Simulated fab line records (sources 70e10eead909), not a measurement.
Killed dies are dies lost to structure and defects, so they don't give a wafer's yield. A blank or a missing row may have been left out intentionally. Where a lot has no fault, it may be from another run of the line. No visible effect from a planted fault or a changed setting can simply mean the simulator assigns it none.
fab line records -- flow nand_harc -- part 2 of 2: steps 32 to 43 of 43
[record] lots = 5, wafers = 15, last_day = 24
route steps=1159 shown P_STI@99 P_GATE@110
lots with no fault: from the same line, run without faults
start_h: the number of hours between the record's first day and the start of the first shown wafer of the lot -- wait_h: hours since the lot's step before -- " same as the row above -- L1.1+2: one row covering several wafers at once -- - no value, or no start given -- * or withheld: withheld -- < > ~ a bound
route shown NAME@n: NAME is a module with steps in the file, n the number in the route of the first one -- usual: mean/standard deviation taken from wafers without a fault -- same: alike in all rows -- chamber/n: place in a boat -- sites: per-site readings -- _std_site: how widely they spread, as a standard deviation -- _edge_site: outer sites' mean less inner sites' -- radius_mm: for every site, how far away it sits from the centre of the wafer -- mask NAME#n: copy n -- behind: the last tool/chamber to shape the wafer -- hold: the reason the lot was held/the length of the hold in hours/how it ended -- device: transistor that didn't switch, given as n, p or np -- end of line: tests of these same wafers at the route's end -- a step without rows: its recipe alone -- killed: not the wafer's yield, but the dies lost to structure and defects at the first sort -- map: a wafer's dies, marking killed ones x, the rest . and places with no die _
set.NAME: the setting as run; set.NAME@STEP: as run at that earlier step -- model.NAME: the simulator's own value behind a step, which no gauge read
certain route steps with their lots: each step a table, each wafer a row
services: when a tool's chamber went out of use (start_h, in hours from the record's first day, below 0 if earlier), for how many hours, and the reason
[[steps]]
[step NHARC_P_GATE_HM_DEP_102]
[recipe] target_thk_a = 1200, temp_c = 400, material = aC
[usual] throttle_valve_pct = 35.000/0.01
lot.wafer,tool,chamber,start_h,wait_h,throttle_valve_pct
L074.4,acl_dep-01,0,93.30,0.7,35.005
L074.5,acl_dep-01,0,93.30,0.7,35.007
L074.6,acl_dep-01,0,93.30,0.7,35.007
L075.1,acl_dep-01,0,93.61,1.0,34.991
L075.5,acl_dep-01,0,93.61,1.0,34.995
L075.6,acl_dep-01,0,93.61,1.0,34.987
L082.3,acl_dep-02,0,140.78,0.6,35.028
L082.4,acl_dep-02,0,140.78,0.6,34.995
L082.6,acl_dep-02,0,140.78,0.6,34.979
L092.3,acl_dep-02,0,195.66,4.4,34.996
L092.4,acl_dep-02,0,195.66,4.4,35.013
L092.5,acl_dep-02,0,195.66,4.4,35.000
L094.1,acl_dep-02,0,210.47,0.4,35.007
L094.3,acl_dep-02,0,210.47,0.4,34.989
L094.6,acl_dep-02,0,210.47,0.4,35.014
[step NHARC_P_GATE_DEP_103]
[recipe] target_thk_a = 300, target_thk_nm = 30, temp_c = 400, flow_sccm = 200, rf_w = 350, material = SiON
[usual] heater_power_w = 689/110
lot.wafer,tool,chamber,start_h,wait_h,heater_power_w
L074.6,pecvd-04,1,93.72,0.1,557
L074.5,pecvd-04,2,93.72,0.1,781
L074.4,pecvd-04,0,93.72,0.1,604
L075.1,pecvd-01,2,94.34,0.6,605
L075.5,pecvd-01,1,94.34,0.6,602
L075.6,pecvd-01,2,94.34,0.6,601
L082.3,pecvd-02,2,141.23,0.3,690
L082.6,pecvd-02,0,141.23,0.3,919
L082.4,pecvd-02,1,141.23,0.3,604
L092.3,pecvd-01,2,196.11,0.3,558
L092.5,pecvd-01,2,196.11,0.3,556
L092.4,pecvd-01,1,196.11,0.3,597
L094.1,pecvd-02,2,211.16,0.6,684
L094.3,pecvd-02,0,211.16,0.6,859
L094.6,pecvd-02,0,211.16,0.6,869
[step NHARC_P_GATE_DEHYDRATE_18]
[recipe] temp_c = 150, time_s = 120
[usual] chill_plate_temp_C = 23.01/0.11
lot.wafer,tool,chamber,start_h,wait_h,chill_plate_temp_C
L074.4,litho_track-04,0,93.91,0.1,23.07
L074.5,litho_track-04,0,93.91,0.1,23.03
L074.6,litho_track-04,0,93.91,0.1,23.17
L075.1,litho_track-06,0,94.55,0.2,23.06
L075.5,litho_track-06,0,94.55,0.2,23.19
L075.6,litho_track-06,0,94.55,0.2,23.02
L082.3,litho_track-01,0,141.50,0.2,23.04
L082.4,litho_track-01,0,141.50,0.2,22.99
L082.6,litho_track-01,0,141.50,0.2,23.04
L092.3,litho_track-04,0,196.39,0.2,22.88
L092.4,litho_track-04,0,196.39,0.2,23.11
L092.5,litho_track-04,0,196.39,0.2,22.97
L094.1,litho_track-06,0,211.40,0.2,22.87
L094.3,litho_track-06,0,211.40,0.2,22.99
L094.6,litho_track-06,0,211.40,0.2,22.95
[step NHARC_P_GATE_HMDS_19]
[recipe] time_s = 30
[usual] chill_plate_temp_C = 23.00/0.11
lot.wafer,tool,chamber,start_h,wait_h,chill_plate_temp_C
L074.4,litho_track-04,0,-,-,23.09
L074.5,litho_track-04,0,-,-,22.97
L074.6,litho_track-04,0,-,-,23.18
L075.1,litho_track-06,0,-,-,23.10
L075.5,litho_track-06,0,-,-,22.95
L075.6,litho_track-06,0,-,-,23.07
L082.3,litho_track-01,0,-,-,22.90
L082.4,litho_track-01,0,-,-,22.95
L082.6,litho_track-01,0,-,-,22.86
L092.3,litho_track-04,0,-,-,23.14
L092.4,litho_track-04,0,-,-,23.02
L092.5,litho_track-04,0,-,-,22.99
L094.1,litho_track-06,0,-,-,23.11
L094.3,litho_track-06,0,-,-,23.02
L094.6,litho_track-06,0,-,-,23.14
[step NHARC_P_GATE_COAT_20]
[recipe] spin_rpm = 1500, resist_thk_nm = 90
[usual] chill_plate_temp_C = 22.97/0.11
lot.wafer,tool,chamber,start_h,wait_h,chill_plate_temp_C
L074.4,litho_track-04,0,-,-,22.89
L074.5,litho_track-04,0,-,-,22.97
L074.6,litho_track-04,0,-,-,23.05
L075.1,litho_track-06,0,-,-,23.13
L075.5,litho_track-06,0,-,-,23.05
L075.6,litho_track-06,0,-,-,23.01
L082.3,litho_track-01,0,-,-,22.78
L082.4,litho_track-01,0,-,-,22.90
L082.6,litho_track-01,0,-,-,22.76
L092.3,litho_track-04,0,-,-,23.00
L092.4,litho_track-04,0,-,-,22.96
L092.5,litho_track-04,0,-,-,23.06
L094.1,litho_track-06,0,-,-,22.96
L094.3,litho_track-06,0,-,-,22.86
L094.6,litho_track-06,0,-,-,23.08
[step NHARC_P_GATE_SOFTBAKE_21]
[recipe] temp_c = 105, time_s = 55
[usual] chill_plate_temp_C = 22.99/0.12
lot.wafer,tool,chamber,start_h,wait_h,chill_plate_temp_C
L074.4,litho_track-04,0,-,-,22.81
L074.5,litho_track-04,0,-,-,22.92
L074.6,litho_track-04,0,-,-,22.90
L075.1,litho_track-06,0,-,-,22.95
L075.5,litho_track-06,0,-,-,23.10
L075.6,litho_track-06,0,-,-,23.08
L082.3,litho_track-01,0,-,-,23.10
L082.4,litho_track-01,0,-,-,22.95
L082.6,litho_track-01,0,-,-,23.05
L092.3,litho_track-04,0,-,-,23.00
L092.4,litho_track-04,0,-,-,22.86
L092.5,litho_track-04,0,-,-,22.70
L094.1,litho_track-06,0,-,-,23.28
L094.3,litho_track-06,0,-,-,23.13
L094.6,litho_track-06,0,-,-,23.03
[step NHARC_P_GATE_EBR_22]
[usual] chill_plate_temp_C = 22.99/0.095
lot.wafer,tool,chamber,start_h,wait_h,chill_plate_temp_C
L074.4,litho_track-04,0,-,-,23.14
L074.5,litho_track-04,0,-,-,23.07
L074.6,litho_track-04,0,-,-,23.02
L075.1,litho_track-06,0,-,-,23.05
L075.5,litho_track-06,0,-,-,23.09
L075.6,litho_track-06,0,-,-,23.08
L082.3,litho_track-01,0,-,-,22.94
L082.4,litho_track-01,0,-,-,22.86
L082.6,litho_track-01,0,-,-,23.07
L092.3,litho_track-04,0,-,-,23.21
L092.4,litho_track-04,0,-,-,23.03
L092.5,litho_track-04,0,-,-,23.01
L094.1,litho_track-06,0,-,-,23.07
L094.3,litho_track-06,0,-,-,22.98
L094.6,litho_track-06,0,-,-,23.06
[step NHARC_P_GATE_EXPOSE_23]
[recipe] na = 1.35, target_cd_nm = 120, dose_mj = 93.91, mask_id = P_GATE
[same] na = 1.35
lot.wafer,tool,chamber,start_h,wait_h,mask
L074.4+5+6,arfi_scanner-02,0,94.19,-,P_GATE#0
L075.1+5+6,arfi_scanner-02,0,94.70,-,P_GATE#0
L082.3+4+6,arfi_scanner-02,0,141.78,-,P_GATE#0
L092.3+4+5,arfi_scanner-03,0,196.66,-,P_GATE#0
L094.1+3+6,arfi_scanner-01,0,211.67,-,P_GATE#0
[step NHARC_P_GATE_PEB_24]
[recipe] peb_temp_c = 100, peb_time_s = 65
[usual] chill_plate_temp_C = 22.99/0.1
lot.wafer,tool,chamber,start_h,wait_h,chill_plate_temp_C
L074.4,litho_track-04,0,94.24,0.0,23.02
L074.5,litho_track-04,0,94.24,0.0,22.96
L074.6,litho_track-04,0,94.24,0.0,23.04
L075.1,litho_track-04,0,94.76,0.1,22.93
L075.5,litho_track-04,0,94.76,0.1,22.86
L075.6,litho_track-04,0,94.76,0.1,22.98
L082.3,litho_track-01,0,141.83,0.0,23.07
L082.4,litho_track-01,0,141.83,0.0,23.02
L082.6,litho_track-01,0,141.83,0.0,22.98
L092.3,litho_track-06,0,196.72,0.0,22.94
L092.4,litho_track-06,0,196.72,0.0,23.09
L092.5,litho_track-06,0,196.72,0.0,23.05
L094.1,litho_track-06,0,211.73,0.1,22.94
L094.3,litho_track-06,0,211.73,0.1,22.95
L094.6,litho_track-06,0,211.73,0.1,22.99
[step NHARC_P_GATE_DEVELOP_25]
[recipe] develop_time_s = 35, dev_temp_c = 23
[usual] chill_plate_temp_C = 23.01/0.11
lot.wafer,tool,chamber,start_h,wait_h,chill_plate_temp_C
L074.4,litho_track-04,0,-,-,22.88
L074.5,litho_track-04,0,-,-,23.04
L074.6,litho_track-04,0,-,-,23.00
L075.1,litho_track-04,0,-,-,22.98
L075.5,litho_track-04,0,-,-,22.97
L075.6,litho_track-04,0,-,-,23.05
L082.3,litho_track-01,0,-,-,22.95
L082.4,litho_track-01,0,-,-,22.94
L082.6,litho_track-01,0,-,-,23.10
L092.3,litho_track-06,0,-,-,23.08
L092.4,litho_track-06,0,-,-,23.10
L092.5,litho_track-06,0,-,-,23.05
L094.1,litho_track-06,0,-,-,22.84
L094.3,litho_track-06,0,-,-,22.84
L094.6,litho_track-06,0,-,-,22.95
[step NHARC_P_GATE_CD_MEAS_26]
[recipe] target_cd_nm = 120, landing_energy_ev = 500
[usual] cd_nm = 119.9/0.65
lot.wafer,tool,chamber,start_h,wait_h,cd_nm
L074.4,cd_sem-02,0,94.32,-,119.1
L074.5,cd_sem-02,0,94.32,-,120.0
L074.6,cd_sem-02,0,94.32,-,119.8
L075.1,cd_sem-01,0,94.84,-,119.5
L075.5,cd_sem-01,0,94.84,-,120.1
L075.6,cd_sem-01,0,94.84,-,119.9
L082.3,cd_sem-02,0,141.91,-,118.8
L082.4,cd_sem-02,0,141.91,-,119.3
L082.6,cd_sem-02,0,141.91,-,118.8
L092.3,cd_sem-02,0,196.80,-,119.2
L092.4,cd_sem-02,0,196.80,-,120.1
L092.5,cd_sem-02,0,196.80,-,119.9
L094.1,cd_sem-03,0,211.81,-,121.0
L094.3,cd_sem-03,0,211.81,-,119.6
L094.6,cd_sem-03,0,211.81,-,119.0
[step NHARC_P_GATE_OVL_MEAS_27]
[usual] overlay_x_nm = -0.3/0.87, overlay_y_nm = 0.3/0.79
lot.wafer,tool,chamber,start_h,wait_h,overlay_x_nm,overlay_y_nm
L074.4,overlay-02,-,94.41,-,-0.8,-0.3
L074.5,overlay-02,-,94.41,-,-1.1,-0.1
L074.6,overlay-02,-,94.41,-,-0.8,-0.2
L075.1,overlay-02,-,94.93,-,1.4,-0.1
L075.5,overlay-02,-,94.93,-,0.6,-0.7
L075.6,overlay-02,-,94.93,-,0.9,-0.5
L082.3,overlay-01,-,142.01,-,1.1,1.0
L082.4,overlay-01,-,142.01,-,0.8,1.0
L082.6,overlay-01,-,142.01,-,0.8,1.3
L092.3,overlay-02,-,196.88,-,-0.8,0.3
L092.4,overlay-02,-,196.88,-,-0.7,-0.1
L092.5,overlay-02,-,196.88,-,-1.2,-0.3
L094.1,overlay-01,-,211.91,-,0.3,-0.3
L094.3,overlay-01,-,211.91,-,-0.1,-0.6
L094.6,overlay-01,-,211.91,-,0.1,-0.3
[[services]]
tool,chamber,start_h,hours,kind
wet_bench-01,-,37.60,8.0,pm
litho_track-03,-,38.00,7.0,pm
cmp-04,-,39.57,1.7,repair
litho_track-05,-,62.00,7.0,pm
wet_bench-03,-,69.50,18.4,repair
wet_bench-07,-,75.93,1.4,repair
arfi_scanner-02,-,84.00,4.0,pm
litho_track-01,-,93.00,7.0,pm
wet_bench-07,-,96.00,8.0,pm
cmp-04,-,105.00,4.0,pm
furnace-02,-,108.00,26.0,pm
lpcvd_poly-04,-,111.01,7.2,repair
wet_bench-09,-,112.80,8.0,pm
litho_track-06,-,117.00,7.0,pm
cmp-04,-,125.14,0.7,repair
wet_bench-06,-,129.60,8.0,pm
krf_scanner-03,-,133.60,0.2,repair
litho_track-04,-,141.00,7.0,pm
wet_bench-03,-,146.40,8.0,pm
furnace-03,-,155.17,16.4,repair
litho_track-02,-,165.00,7.0,pm
wet_bench-05,-,167.19,1.2,repair
wet_bench-01,-,176.67,0.7,repair
wet_bench-05,-,196.80,8.0,pm
